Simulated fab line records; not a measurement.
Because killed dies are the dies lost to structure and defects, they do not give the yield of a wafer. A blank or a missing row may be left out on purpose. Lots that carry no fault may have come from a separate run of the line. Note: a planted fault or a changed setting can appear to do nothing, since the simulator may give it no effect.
Lot-split experiment || flow n5Finfet || 39 wafers read across 7 lots, on a route 1938 steps long

THE SPLIT
At N5_ZERO_LAYER_PECVD_02 (deposits SiO2 from SiH4/N2O, target thk 10 nm, time 6 s), the setting timeS was moved away from the recipe's 6 s on 15 of the 39 wafers read, by -31.7% to +59.1%. This setting was run at the recipe's value on the other wafers.

The split's own step is where the reading is taken.

THE READING
SiO2_of_ZERO_LAYER_PECVD_02.thkNm (the simulator's own value, which no gauge read), in nm, at N5_ZERO_LAYER_PECVD_02 (deposits SiO2 from SiH4/N2O, target thk 10 nm, time 6 s). The file gives no usual value for it. The 24 wafers here that ran the recipe average 9.991 nm, standard deviation 0.2 nm.

{"wafer": "L079.1", "tool, chamber at the split": "pecvd-01, 2", "timeS as run, s": 6, "against the recipe": "recipe", "SiO2_of_ZERO_LAYER_PECVD_02.thkNm, nm": 9.922, "against lot-mates on the recipe": "-"}
{"wafer": "L079.2", "tool, chamber at the split": "pecvd-01, 1", "timeS as run, s": 8.634, "against the recipe": "+43.9%", "SiO2_of_ZERO_LAYER_PECVD_02.thkNm, nm": 14.47, "against lot-mates on the recipe": "+4.488"}
{"wafer": "L079.3", "tool, chamber at the split": "pecvd-01, 0", "timeS as run, s": 6, "against the recipe": "recipe", "SiO2_of_ZERO_LAYER_PECVD_02.thkNm, nm": 9.854, "against lot-mates on the recipe": "-"}
{"wafer": "L079.4", "tool, chamber at the split": "pecvd-01, 2", "timeS as run, s": 8.634, "against the recipe": "+43.9%", "SiO2_of_ZERO_LAYER_PECVD_02.thkNm, nm": 14.55, "against lot-mates on the recipe": "+4.568"}
{"wafer": "L079.5", "tool, chamber at the split": "pecvd-01, 1", "timeS as run, s": 6, "against the recipe": "recipe", "SiO2_of_ZERO_LAYER_PECVD_02.thkNm, nm": 10.17, "against lot-mates on the recipe": "-"}
{"wafer": "L079.6", "tool, chamber at the split": "pecvd-01, 0", "timeS as run, s": 8.634, "against the recipe": "+43.9%", "SiO2_of_ZERO_LAYER_PECVD_02.thkNm, nm": 14.32, "against lot-mates on the recipe": "+4.338"}
{"wafer": "L080.1", "tool, chamber at the split": "pecvd-01, 2", "timeS as run, s": 6, "against the recipe": "recipe", "SiO2_of_ZERO_LAYER_PECVD_02.thkNm, nm": 9.687, "against lot-mates on the recipe": "-"}
{"wafer": "L080.2", "tool, chamber at the split": "pecvd-01, 1", "timeS as run, s": 8.847, "against the recipe": "+47.4%", "SiO2_of_ZERO_LAYER_PECVD_02.thkNm, nm": 14.71, "against lot-mates on the recipe": "+4.879"}
{"wafer": "L080.3", "tool, chamber at the split": "pecvd-01, 0", "timeS as run, s": 6, "against the recipe": "recipe", "SiO2_of_ZERO_LAYER_PECVD_02.thkNm, nm": 9.785, "against lot-mates on the recipe": "-"}
{"wafer": "L080.4", "tool, chamber at the split": "pecvd-01, 2", "timeS as run, s": 8.847, "against the recipe": "+47.4%", "SiO2_of_ZERO_LAYER_PECVD_02.thkNm, nm": 14.61, "against lot-mates on the recipe": "+4.779"}
{"wafer": "L080.5", "tool, chamber at the split": "pecvd-01, 0", "timeS as run, s": 8.847, "against the recipe": "+47.4%", "SiO2_of_ZERO_LAYER_PECVD_02.thkNm, nm": 14.57, "against lot-mates on the recipe": "+4.739"}
{"wafer": "L080.6", "tool, chamber at the split": "pecvd-01, 1", "timeS as run, s": 6, "against the recipe": "recipe", "SiO2_of_ZERO_LAYER_PECVD_02.thkNm, nm": 10.02, "against lot-mates on the recipe": "-"}
{"wafer": "L083.2", "tool, chamber at the split": "pecvd-01, 2", "timeS as run, s": 6, "against the recipe": "recipe", "SiO2_of_ZERO_LAYER_PECVD_02.thkNm, nm": 9.756, "against lot-mates on the recipe": "-"}
{"wafer": "L083.4", "tool, chamber at the split": "pecvd-01, 2", "timeS as run, s": 6, "against the recipe": "recipe", "SiO2_of_ZERO_LAYER_PECVD_02.thkNm, nm": 9.924, "against lot-mates on the recipe": "-"}
{"wafer": "L083.6", "tool, chamber at the split": "pecvd-01, 0", "timeS as run, s": 6, "against the recipe": "recipe", "SiO2_of_ZERO_LAYER_PECVD_02.thkNm, nm": 9.879, "against lot-mates on the recipe": "-"}
{"wafer": "L084.1", "tool, chamber at the split": "pecvd-03, 1,2", "timeS as run, s": 6, "against the recipe": "recipe", "SiO2_of_ZERO_LAYER_PECVD_02.thkNm, nm": 10.18, "against lot-mates on the recipe": "-"}
{"wafer": "L084.4", "tool, chamber at the split": "pecvd-03, 1,2", "timeS as run, s": 6, "against the recipe": "recipe", "SiO2_of_ZERO_LAYER_PECVD_02.thkNm, nm": 10.18, "against lot-mates on the recipe": "-"}
{"wafer": "L084.2", "tool, chamber at the split": "pecvd-03, 2", "timeS as run, s": 6, "against the recipe": "recipe", "SiO2_of_ZERO_LAYER_PECVD_02.thkNm, nm": 10.01, "against lot-mates on the recipe": "-"}
{"wafer": "L084.3", "tool, chamber at the split": "pecvd-03, 0", "timeS as run, s": 6, "against the recipe": "recipe", "SiO2_of_ZERO_LAYER_PECVD_02.thkNm, nm": 10.15, "against lot-mates on the recipe": "-"}
{"wafer": "L084.5", "tool, chamber at the split": "pecvd-03, 1", "timeS as run, s": 6, "against the recipe": "recipe", "SiO2_of_ZERO_LAYER_PECVD_02.thkNm, nm": 10.25, "against lot-mates on the recipe": "-"}
{"wafer": "L084.6", "tool, chamber at the split": "pecvd-03, 0", "timeS as run, s": 6, "against the recipe": "recipe", "SiO2_of_ZERO_LAYER_PECVD_02.thkNm, nm": 10.23, "against lot-mates on the recipe": "-"}
{"wafer": "L091.1", "tool, chamber at the split": "pecvd-01, 1", "timeS as run, s": 6, "against the recipe": "recipe", "SiO2_of_ZERO_LAYER_PECVD_02.thkNm, nm": 9.9, "against lot-mates on the recipe": "-"}
{"wafer": "L091.2", "tool, chamber at the split": "pecvd-01, 2", "timeS as run, s": 6, "against the recipe": "recipe", "SiO2_of_ZERO_LAYER_PECVD_02.thkNm, nm": 9.566, "against lot-mates on the recipe": "-"}
{"wafer": "L091.3", "tool, chamber at the split": "pecvd-01, 0", "timeS as run, s": 9.544, "against the recipe": "+59.1%", "SiO2_of_ZERO_LAYER_PECVD_02.thkNm, nm": 15.48, "against lot-mates on the recipe": "+5.752"}
{"wafer": "L091.4", "tool, chamber at the split": "pecvd-01, 2", "timeS as run, s": 9.544, "against the recipe": "+59.1%", "SiO2_of_ZERO_LAYER_PECVD_02.thkNm, nm": 15.53, "against lot-mates on the recipe": "+5.802"}
{"wafer": "L091.5", "tool, chamber at the split": "pecvd-01, 0", "timeS as run, s": 6, "against the recipe": "recipe", "SiO2_of_ZERO_LAYER_PECVD_02.thkNm, nm": 9.717, "against lot-mates on the recipe": "-"}
{"wafer": "L091.6", "tool, chamber at the split": "pecvd-01, 1", "timeS as run, s": 9.544, "against the recipe": "+59.1%", "SiO2_of_ZERO_LAYER_PECVD_02.thkNm, nm": 16.19, "against lot-mates on the recipe": "+6.462"}
{"wafer": "L092.1", "tool, chamber at the split": "pecvd-01, 2", "timeS as run, s": 4.096, "against the recipe": "-31.7%", "SiO2_of_ZERO_LAYER_PECVD_02.thkNm, nm": 6.56, "against lot-mates on the recipe": -3.498}
{"wafer": "L092.2", "tool, chamber at the split": "pecvd-01, 1", "timeS as run, s": 6, "against the recipe": "recipe", "SiO2_of_ZERO_LAYER_PECVD_02.thkNm, nm": 9.994, "against lot-mates on the recipe": "-"}
{"wafer": "L092.3", "tool, chamber at the split": "pecvd-01, 0", "timeS as run, s": 4.096, "against the recipe": "-31.7%", "SiO2_of_ZERO_LAYER_PECVD_02.thkNm, nm": 6.398, "against lot-mates on the recipe": -3.660}
{"wafer": "L092.4", "tool, chamber at the split": "pecvd-01, 1", "timeS as run, s": 6, "against the recipe": "recipe", "SiO2_of_ZERO_LAYER_PECVD_02.thkNm, nm": 10.33, "against lot-mates on the recipe": "-"}
{"wafer": "L092.5", "tool, chamber at the split": "pecvd-01, 0", "timeS as run, s": 6, "against the recipe": "recipe", "SiO2_of_ZERO_LAYER_PECVD_02.thkNm, nm": 9.85, "against lot-mates on the recipe": "-"}
{"wafer": "L092.6", "tool, chamber at the split": "pecvd-01, 2", "timeS as run, s": 4.096, "against the recipe": "-31.7%", "SiO2_of_ZERO_LAYER_PECVD_02.thkNm, nm": 6.809, "against lot-mates on the recipe": -3.249}
{"wafer": "L097.1", "tool, chamber at the split": "pecvd-01, 2", "timeS as run, s": 4.89, "against the recipe": "-18.5%", "SiO2_of_ZERO_LAYER_PECVD_02.thkNm, nm": 8.18, "against lot-mates on the recipe": -1.964}
{"wafer": "L097.2", "tool, chamber at the split": "pecvd-01, 1", "timeS as run, s": 6, "against the recipe": "recipe", "SiO2_of_ZERO_LAYER_PECVD_02.thkNm, nm": 10.13, "against lot-mates on the recipe": "-"}
{"wafer": "L097.3", "tool, chamber at the split": "pecvd-01, 0", "timeS as run, s": 6, "against the recipe": "recipe", "SiO2_of_ZERO_LAYER_PECVD_02.thkNm, nm": 9.991, "against lot-mates on the recipe": "-"}
{"wafer": "L097.4", "tool, chamber at the split": "pecvd-01, 0", "timeS as run, s": 4.89, "against the recipe": "-18.5%", "SiO2_of_ZERO_LAYER_PECVD_02.thkNm, nm": 8.363, "against lot-mates on the recipe": -1.781}
{"wafer": "L097.5", "tool, chamber at the split": "pecvd-01, 2", "timeS as run, s": 4.89, "against the recipe": "-18.5%", "SiO2_of_ZERO_LAYER_PECVD_02.thkNm, nm": 8.267, "against lot-mates on the recipe": -1.877}
{"wafer": "L097.6", "tool, chamber at the split": "pecvd-01, 1", "timeS as run, s": 6, "against the recipe": "recipe", "SiO2_of_ZERO_LAYER_PECVD_02.thkNm, nm": 10.31, "against lot-mates on the recipe": "-"}
Rows listing several chambers each stand for several wafers; the file does not say which wafer went through which chamber.

FIT RESULTS
A straight line over all 39 wafers: SiO2_of_ZERO_LAYER_PECVD_02.thkNm changes by +0.0994 nm for each +1% of timeS; r = +1.00; the points scatter about the line by 0.22 nm.
The same after taking each lot's own level away (the mean of its wafers on the recipe; 39 wafers): +0.103 nm for each +1%; r = +1.00; scatter 0.16 nm.
Per that fit: largest timeS move, reading shift of 6.1 nm.
The span of the lots' own levels, 9.7277 to 10.1667 nm, comes to 2.1 times the standard deviation stated above.
The two slopes are in agreement: the lot-to-lot level therefore moves the slope only a little.
Check: for one of the wafers moved furthest among these (+59.1%), held out of the fit, the line's prediction against its lot-mates is +6.08 nm. Against them it came out at +5.75 nm.

THE FILE'S OWN FIT
SiO2_of_ZERO_LAYER_PECVD_02.thkNm changes by +0.102 nm for each +1% of timeS, r = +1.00.
